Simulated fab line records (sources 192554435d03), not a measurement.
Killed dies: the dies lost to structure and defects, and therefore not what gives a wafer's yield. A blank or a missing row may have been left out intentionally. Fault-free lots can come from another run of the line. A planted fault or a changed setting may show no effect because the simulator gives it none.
Matching of chambers || flow n5-finfet || N5_BEOL_M14_DESCUM_15 on rie-diel-05 has 4 sister chambers
The step chemistry O2, time 7.9 s. 8 wafers are shown with their chamber, then 12 later ones without.

## WAFERS PAIRED WITH THEIR CHAMBERS
{"wafer": "L086.4", "chamber": 3, "drypump-motor-current-A (A)": 5.4, "throttle-valve-pct (%)": 20.57}
{"wafer": "L087.4", "chamber": 2, "drypump-motor-current-A (A)": 6.3, "throttle-valve-pct (%)": 20.68}
{"wafer": "L088.4", "chamber": 3, "drypump-motor-current-A (A)": 5.4, "throttle-valve-pct (%)": 20.59}
{"wafer": "L088.5", "chamber": 0, "drypump-motor-current-A (A)": 6.4, "throttle-valve-pct (%)": 20.04}
{"wafer": "L088.6", "chamber": 1, "drypump-motor-current-A (A)": 6.4, "throttle-valve-pct (%)": 20.41}
{"wafer": "L096.2", "chamber": 0, "drypump-motor-current-A (A)": 6.5, "throttle-valve-pct (%)": 20.06}
{"wafer": "L096.4", "chamber": 1, "drypump-motor-current-A (A)": 6.5, "throttle-valve-pct (%)": 20.42}
{"wafer": "L096.6", "chamber": 2, "drypump-motor-current-A (A)": 6.2, "throttle-valve-pct (%)": 20.31}

## WAFERS WITH NO CHAMBER GIVEN
{"wafer": "L092.2", "drypump-motor-current-A (A)": 6.3, "throttle-valve-pct (%)": 20.31}
{"wafer": "L092.4", "drypump-motor-current-A (A)": 5.4, "throttle-valve-pct (%)": 20.58}
{"wafer": "L092.6", "drypump-motor-current-A (A)": 5.4, "throttle-valve-pct (%)": 20.58}
{"wafer": "L094.1", "drypump-motor-current-A (A)": 6.4, "throttle-valve-pct (%)": 20.07}
{"wafer": "L094.2", "drypump-motor-current-A (A)": 6.5, "throttle-valve-pct (%)": 20.44}
{"wafer": "L094.4", "drypump-motor-current-A (A)": 6.3, "throttle-valve-pct (%)": 20.31}
{"wafer": "L095.3", "drypump-motor-current-A (A)": 5.4, "throttle-valve-pct (%)": 20.61}
{"wafer": "L095.4", "drypump-motor-current-A (A)": 6.5, "throttle-valve-pct (%)": 20.44}
{"wafer": "L095.6", "drypump-motor-current-A (A)": 5.4, "throttle-valve-pct (%)": 20.61}
{"wafer": "L090.2", "drypump-motor-current-A (A)": 6.4, "throttle-valve-pct (%)": 20.09}
{"wafer": "L090.4", "drypump-motor-current-A (A)": 5.4, "throttle-valve-pct (%)": 20.60}
{"wafer": "L090.6", "drypump-motor-current-A (A)": 6.4, "throttle-valve-pct (%)": 20.10}

## CHAMBER TAKEN BY EACH
{"wafer": "L092.2", "from the rows above": "can't be placed: 2 or 1 or 0", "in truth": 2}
{"wafer": "L092.4", "from the rows above": 3, "in truth": 3}
{"wafer": "L092.6", "from the rows above": 3, "in truth": 3}
{"wafer": "L094.1", "from the rows above": "can't be placed: 0 or 1", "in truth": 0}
{"wafer": "L094.2", "from the rows above": 1, "in truth": 1}
{"wafer": "L094.4", "from the rows above": "can't be placed: 2 or 1 or 0", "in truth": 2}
{"wafer": "L095.3", "from the rows above": 3, "in truth": 3}
{"wafer": "L095.4", "from the rows above": 1, "in truth": 1}
{"wafer": "L095.6", "from the rows above": 3, "in truth": 3}
{"wafer": "L090.2", "from the rows above": "can't be placed: 0 or 1", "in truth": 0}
{"wafer": "L090.4", "from the rows above": 3, "in truth": 3}
{"wafer": "L090.6", "from the rows above": "can't be placed: 0 or 1", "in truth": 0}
Placed correctly: 7 of 12. These rows do not allow placing 5 (true chamber among the candidates in 5). Wrongly placed: 0.
How it was worked out, from the rows above alone: a wafer's distance from a chamber is the root of the sum, over the readings, of the square of ((its reading less the chamber's mean) divided by the reading's scatter). If the next closest chamber is less than 2 further off than the closest, the wafer can't be placed; otherwise it belongs to the closest. For every chamber, the mean is computed from those of its wafers that are shown. How the scatter is found: for the shown wafers, subtract from each reading the mean of its chamber, square and add these, divide the total by (wafers less chambers), then take the root.
